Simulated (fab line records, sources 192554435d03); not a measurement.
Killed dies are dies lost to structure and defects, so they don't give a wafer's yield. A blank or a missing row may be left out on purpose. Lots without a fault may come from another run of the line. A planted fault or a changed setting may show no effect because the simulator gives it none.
fab line records | flow n5_finfet
record lots=9 wafers=27 last_day=17
route steps=1938 shown MOL_CONTACT_COAG@528 BEOL_M4@1111
lots that met no fault: from a run of the same line without faults
start_h: hours from the record's first day to the start of the lot's first wafer shown | wait_h: hours since the lot's step before | " the same as in the row above | L1.1+2: a row that stands for several wafers | - no value, or no start given | * or withheld: withheld | < > ~ a bound
route shown NAME@n: a module of which the file shows steps, and the number in the route of the first | usual: mean/standard deviation of fault-free wafers | same: alike in all rows | chamber/n: place in a boat | sites: the reading at each site | _std_site: their standard deviation | _edge_site: outer sites' mean less inner sites' | radius_mm: how far each site lies from the wafer's centre | mask NAME#n: copy n | behind: the tool/chamber that last shaped the wafer | hold: why the lot was held/for how many hours/how that ended | device: the transistor (n, p or np) that didn't switch | end of line: the same wafers' tests at the end of the route | a step without rows: its recipe alone | killed: dies lost to structure and defects at the first sort, not the wafer's yield | map: a wafer's dies, x killed, . not, _ none there
set.NAME: the setting as run; set.NAME@STEP: as run at that earlier step | model.NAME: the simulator's own value behind a step, which no gauge read
steps of the route over a sample of lots; a table a step, a row a wafer
services: from which hour (start_h, from the record's first day; less than 0 if before it) a tool's chamber was out of use, for how many hours, and why
## steps
# step N5_MOL_CONTACT_COAG_INSPECT_10
# recipe mode=adi inspect_instrument=brightfield
# usual raw_defect_count=78/33
# columns lot.wafer tool chamber start_h wait_h raw_defect_count
L195.2 defect_inspect-01 - 93.34 0.0 50
L195.3 " - " " 36
L195.4 " - " " 52
L198.2 defect_inspect-02 - 104.98 0.0 35
L198.3 " - " " 49
L198.4 " - " " 50
L200.1 defect_inspect-01 - 119.03 0.1 96
L200.4 " - " " 92
L200.6 " - " " 49
L205.1 defect_inspect-02 - 150.95 0.1 183
L205.2 " - " " 76
L205.6 " - " " 98
L207.1 defect_inspect-02 - 165.14 0.1 66
L207.5 " - " " 177
L207.6 " - " " 79
L210.1 defect_inspect-02 - 177.11 0.1 62
L210.4 " - " " 63
L210.6 " - " " 87
L215.1 defect_inspect-01 - 210.30 0.1 61
L215.3 " - " " 92
L215.4 " - " " 105
L216.2 defect_inspect-01 - 213.12 0.0 39
L216.4 " - " " 70
L216.5 " - " " 56
L217.1 defect_inspect-01 - 224.61 0.1 105
L217.3 " - " " 80
L217.6 " - " " 99
# step N5_MOL_CONTACT_COAG_ETCH_110
# recipe chemistry=CF4/O2 target=Si target_depth_a=25 time_s=8 pressure_mtorr=100 source_w=200 bias_w=12 ion_energy_ev=60 Ar_flow_sccm=100 cf4_flow_sccm=100 O2_flow_sccm=10
# usual cf4_flow_sccm=100.03/0.29 drypump_motor_current_A=5.7/0.32 oes_f_703_au=0.81/0.089 oes_product_au=0.82/0.095 rf_vpp_V=128.4/1.5 showerhead_plenum_p_Torr=2.26/0.058 throttle_valve_pct=10.59/0.28
# columns lot.wafer tool chamber start_h wait_h cf4_flow_sccm drypump_motor_current_A oes_f_703_au oes_product_au rf_hours_counter_h rf_vpp_V showerhead_plenum_p_Torr throttle_valve_pct
L195.2 rie_diel-04 0 93.84 0.0 99.97 5.4 0.90 0.92 18 130.3 2.27 10.48
L195.3 " 3 " " 100.18 5.6 0.70 0.69 233 128.2 2.28 10.90
L195.4 " 2 " " 99.91 5.9 0.85 0.85 59 128.3 2.25 10.70
L198.2 rie_diel-05 3 105.65 0.0 99.28 5.9 0.68 0.68 211 127.7 2.20 10.98
L198.3 " 0 " " 100.24 5.1 0.70 0.69 248 125.8 2.11 11.23
L198.4 " 3 " " 99.94 5.9 0.68 0.68 - 128.4 2.20 10.97
L200.1 rie_diel-04 1 119.35 0.0 100.28 6.0 0.88 0.90 35 128.3 2.27 10.28
L200.4 " 2 " " 99.79 5.9 0.84 0.84 69 129.2 2.25 10.74
L200.6 " 2 " " 99.95 5.9 0.83 0.84 - 129.3 2.25 10.73
L205.1 rie_diel-05 2 151.65 0.0 99.69 5.8 0.92 0.94 12 126.8 2.27 10.10
L205.2 " 3 " " 99.82 5.9 0.65 0.66 233 128.5 2.20 11.04
L205.6 " 0 " " 99.81 5.1 0.94 0.94 - 126.6 2.36 10.50
L207.1 rie_diel-05 2 165.51 0.0 100.30 5.8 0.90 0.92 17 127.4 2.27 10.11
L207.5 " 2 " " 100.34 5.8 0.89 0.93 - 127.3 2.27 10.13
L207.6 " 3 " " 100.07 5.9 0.65 0.65 - 129.0 2.19 11.04
L210.1 rie_diel-05 2 177.42 0.0 99.76 5.8 0.89 0.92 20 126.7 2.27 10.13
L210.4 " 0 " " 99.79 5.1 0.91 0.91 14 126.3 2.36 10.53
L210.6 " 1 " " 100.28 5.6 0.73 0.74 - 129.6 2.32 10.63
L215.1 rie_diel-04 3 210.93 0.0 100.18 5.6 0.90 0.91 20 129.7 2.27 10.28
L215.3 " 2 " " 99.80 5.9 0.79 0.80 104 127.8 2.24 10.83
L215.4 " 0 " " 100.29 5.4 0.83 0.84 59 131.2 2.26 10.58
L216.2 rie_diel-06 1 213.44 0.0 99.49 6.4 0.85 0.85 77 127.8 2.34 10.62
L216.4 " 0 " " 100.02 5.9 0.73 0.72 165 126.0 2.22 10.67
L216.5 " 0 " " 99.66 5.9 0.73 0.73 - 126.6 2.22 10.70
L217.1 rie_diel-05 1 225.10 0.0 100.14 5.6 0.72 0.73 155 129.7 2.31 10.67
L217.3 " 2 " " 99.90 5.8 0.86 0.88 39 126.1 2.26 10.19
L217.6 " 1 " " 99.85 5.7 0.72 0.73 - 128.1 2.31 10.67
# step N5_MOL_CONTACT_COAG_CO_FILL_22
# recipe material=Co target_thk_a=200 temp_c=200 precursor=CCTBA/H2 pressure_torr=30
# usual chamber_pressure_Torr=30.00/0.067 heater_power_w=247/22
# columns lot.wafer tool chamber start_h wait_h chamber_pressure_Torr heater_power_w
L195.2 cvd_co-01 2 96.21 0.1 29.95 241
L195.3 " 1 " " 29.96 227
L195.4 " 0 " " 30.07 258
L198.2 cvd_co-02 1 108.71 0.1 30.02 283
L198.3 " 2 " " 30.04 267
L198.4 " 2 " " 29.98 274
L200.1 cvd_co-02 0 121.00 0.1 29.99 215
L200.4 " 2 " " 30.08 272
L200.6 " 2 " " 30.03 268
L205.1 cvd_co-01 1 156.35 0.1 29.95 227
L205.2 " 0 " " 30.03 252
L205.6 " 2 " " 29.98 237
L207.1 cvd_co-01 0 167.37 0.1 30.05 265
L207.5 " 2 " " 30.05 236
L207.6 " 0 " " 30.04 260
L210.1 cvd_co-02 2 180.01 0.1 29.93 275
L210.4 " 1 " " 29.94 280
L210.6 " 2 " " 29.93 279
L215.1 cvd_co-01 1 213.98 0.1 29.95 226
L215.3 " 0 " " 30.02 256
L215.4 " 0 " " 30.02 254
L216.2 cvd_co-02 1 217.00 0.1 30.05 283
L216.4 " 0 " " 29.93 211
L216.5 " 1 " " 29.95 273
L217.1 cvd_co-01 1 229.30 0.1 30.12 232
L217.3 " 0 " " 30.10 254
L217.6 " 0 " " 30.12 265
# step N5_MOL_CONTACT_COAG_SPUTTER_130
# recipe material=Co target_thk_a=475 temp_c=25 chamber_pressure_pa=0.5 power_w=3000
# usual throttle_valve_pct=30.2/0.97
# columns lot.wafer tool chamber start_h wait_h throttle_valve_pct
L195.2 pvd_sputter-02 - 99.21 0.0 29.5
L195.3 " - " " 31.2
L195.4 " - " " 30.2
L198.2 pvd_sputter-01 - 111.97 0.0 29.0
L198.3 " - " " 30.3
L198.4 " - " " 31.0
L200.1 pvd_sputter-03 - 123.62 0.0 30.5
L200.4 " - " " 28.3
L200.6 " - " " 30.9
L205.1 pvd_sputter-01 - 159.52 0.0 30.3
L205.2 " - " " 31.1
L205.6 " - " " 31.6
L207.1 pvd_sputter-02 - 174.49 0.0 30.3
L207.5 " - " " 31.3
L207.6 " - " " 29.4
L210.1 pvd_sputter-02 - 182.51 0.0 31.5
L210.4 " - " " 29.7
L210.6 " - " " 30.2
L215.1 pvd_sputter-01 - 217.24 0.0 31.8
L215.3 " - " " 30.8
L215.4 " - " " 29.0
L216.2 pvd_sputter-03 - 218.77 0.0 31.1
L216.4 " - " " 30.7
L216.5 " - " " 30.7
L217.1 pvd_sputter-01 - 231.90 0.0 29.0
L217.3 " - " " 31.7
L217.6 " - " " 28.8
# step N5_MOL_CONTACT_COAG_CMP_23
# recipe stop_on=SiO2 t_overpolish_s=1.5 post_cmp_clean=cu_alkaline down_force_psi=2 platen_rpm=50.289 pad_velocity_m_s=1.0006 target_thk_nm=0
# usual motor_current_A=8.3/0.93 time_to_endpoint_s=9.0/2.1
# columns lot.wafer tool chamber start_h wait_h motor_current_A time_to_endpoint_s
L195.2 cmp-04 1 99.39 0.0 9.5 6.2
L195.3 " 2 " " 9.5 7.5
L195.4 " 0 " " 6.8 6.4
L198.2 cmp-04 3 112.15 0.0 9.1 9.9
L198.3 " 1 " " 9.0 8.1
L198.4 " 2 " " 9.5 8.6
L200.4 cmp-02 2 123.86 0.1 7.8 12.7
L200.1 " 3 " " 7.2 8.9
L200.6 " 2 " " 7.4 11.4
L205.2 cmp-02 2 159.70 0.0 7.9 12.9
L205.1 " 0 " " 7.0 11.3
L205.6 " 3 " " 7.8 10.8
L207.1 cmp-03 2 174.78 0.1 9.3 7.9
L207.6 " 3 " " 8.3 7.1
L207.5 " 0 " " 8.5 9.1
L210.4 cmp-02 2 182.69 0.0 8.1 18.0
L210.1 " 0 " " 6.9 16.0
L210.6 " 3 " " 7.8 16.7
L215.1 cmp-02 0 217.42 0.0 6.9 8.2
L215.3 " 1 " " 9.2 5.2
L215.4 " 3 " " 7.8 5.9
L216.2 cmp-04 1 218.99 0.1 9.0 8.9
L216.4 " 3 " " 8.8 8.7
L216.5 " 1 " " 9.3 9.5
L217.1 cmp-02 2 232.15 0.1 7.8 8.3
L217.3 " 3 " " 7.3 8.0
L217.6 " 1 " " 9.1 5.9
# step N5_BEOL_M4_RC_MEAS_101
# usual DIBL_N=36.3/1.4 DIBL_P=36.2/1.5 IOFF_N=0.160/0.021 IOFF_P=0.211/0.027 ION_N=676/7.7 ION_P=463/5.5 SS_N=71.4/0.57 SS_P=73.3/0.58 VT_N=249.3/2.5 VT_P=-250.1/2.6
# columns lot.wafer tool chamber start_h wait_h DIBL_N[mV/V] DIBL_P[mV/V] IOFF_N[nA/um] IOFF_P[nA/um] ION_N[uA/um] ION_P[uA/um] SS_N[mV/dec] SS_P[mV/dec] VT_N[mV] VT_P[mV]
L195.2 prober-01 0 163.00 0.2 34.3 34.3 0.147 0.183 673 460 71.0 73.4 249.2 -253.5
L195.3 " 0 " " 35.3 34.4 0.144 0.182 667 455 71.3 73.5 251.0 -253.1
L195.4 " 0 " " 36.3 35.6 0.168 0.192 679 460 72.2 73.1 247.8 -251.2
L198.2 prober-02 0 183.71 0.2 37.4 37.7 0.176 0.234 681 472 71.2 74.2 245.6 -246.2
L198.3 " 0 " " 37.2 36.4 0.156 0.216 669 460 71.7 74.4 251.1 -246.7
L198.4 " 0 " " 37.6 37.6 0.172 0.230 673 465 71.4 73.6 246.3 -246.6
L200.1 prober-02 0 192.73 0.0 34.6 34.4 0.129 0.152 674 452 71.2 73.3 254.6 -257.9
L200.4 " 0 " " 36.3 36.7 0.158 0.173 669 454 71.3 74.3 249.1 -257.4
L200.6 " 0 " " 37.5 37.7 0.168 0.185 671 449 72.1 74.0 251.6 -253.5
L205.1 prober-01 0 244.78 0.0 34.8 33.4 0.129 0.172 665 459 71.0 72.6 253.6 -249.8
L205.2 " 0 " " 37.6 37.7 0.172 0.227 680 464 71.2 73.9 246.5 -248.4
L205.6 " 0 " " 35.2 33.9 0.131 0.173 677 459 71.1 72.5 250.5 -249.7
L207.1 prober-02 0 246.32 0.0 36.0 36.1 0.147 0.180 659 455 72.1 73.0 251.5 -253.5
L207.5 " 0 " " 37.8 38.2 0.174 0.200 682 460 71.9 74.3 248.3 -251.7
L207.6 " 0 " " 36.2 35.8 0.149 0.172 663 446 71.4 72.8 252.0 -255.1
L210.1 prober-02 0 260.78 0.0 35.1 33.8 0.132 0.212 677 465 70.5 72.9 249.9 -245.2
L210.4 " 0 " " 38.3 38.1 0.192 0.283 686 475 72.5 73.9 246.7 -245.0
L210.6 " 0 " " 39.6 38.9 0.220 0.301 697 480 72.0 74.3 242.6 -244.7
L215.1 prober-02 0 296.92 0.0 36.2 37.0 0.155 0.210 681 465 71.0 72.6 248.7 -248.2
L215.3 " 0 " " 33.3 34.4 0.112 0.168 667 460 70.5 72.3 252.3 -251.6
L215.4 " 0 " " 35.4 36.0 0.134 0.185 676 465 71.1 72.1 250.8 -252.4
L216.2 prober-01 0 300.78 0.2 36.7 38.9 0.172 0.245 678 468 71.2 73.8 248.6 -249.6
L216.4 " 0 " " 34.1 35.2 0.128 0.191 662 462 70.9 72.5 250.9 -248.4
L216.5 " 0 " " 34.5 36.2 0.141 0.199 671 461 70.6 73.5 251.8 -251.2
L217.1 prober-01 0 308.31 0.0 36.9 37.2 0.179 0.233 680 468 71.7 73.4 249.0 -246.6
L217.3 " 0 " " 36.1 36.4 0.162 0.231 683 469 71.4 74.0 249.9 -250.1
L217.6 " 0 " " 37.2 37.9 0.189 0.242 687 471 72.7 74.3 247.6 -248.8
## services
# columns tool chamber start_h hours kind
cmp-04 - 81.23 0.3 repair
cmp-04 - 87.50 0.6 repair
cmp-04 - 88.29 5.5 pm
cmp-04 - 100.79 0.7 repair
rie_diel-04 1 104.02 9.3 repair
rie_diel-05 2 104.20 - clean
cmp-04 - 104.28 4.8 pm
cvd_co-01 0 106.61 1.9 repair
cmp-02 - 118.16 4.0 pm
rie_diel-05 2 132.80 6.0 repair
cmp-03 - 148.96 0.9 repair
pvd_sputter-02 - 153.37 1.0 repair
cmp-04 - 159.52 1.4 repair
pvd_sputter-03 - 169.70 3.3 repair
cmp-04 - 171.25 1.6 repair
cmp-04 - 189.08 0.5 repair
cvd_co-02 - 191.70 1.9 repair
cmp-03 - 193.33 4.0 pm
cmp-03 - 197.70 1.8 repair
cmp-03 - 200.88 9.4 pm
cmp-04 - 200.94 6.7 repair
cmp-03 - 214.96 4.3 pm
cmp-03 - 223.26 2.5 repair
cmp-02 - 230.48 1.0 repair
## key
first_sign step=N5_MOL_CONTACT_COAG_CMP_23 reading=time_to_endpoint_s direction=up sigmas=3.7 usual=* struck=*
effect none on later readings
met_at N5_MOL_CONTACT_COAG_SPUTTER_130
struck_lots L210
struck_wafers L210.1,L210.4,L210.6
not_acting_at N5_MOL_CONTACT_COAG_INSPECT_10,N5_MOL_CONTACT_COAG_ETCH_110,N5_MOL_CONTACT_COAG_CO_FILL_22
onset_between 174.49 182.51
fault kind=process_parameter_drift tool=pvd_sputter-02 chamber=- onset_h=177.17 steps=N5_MOL_CONTACT_COAG_SPUTTER_130 channel=target_thk_a offset=* shape=step end_h=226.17 scope=struck_wafers_only acts_in=* stated=*
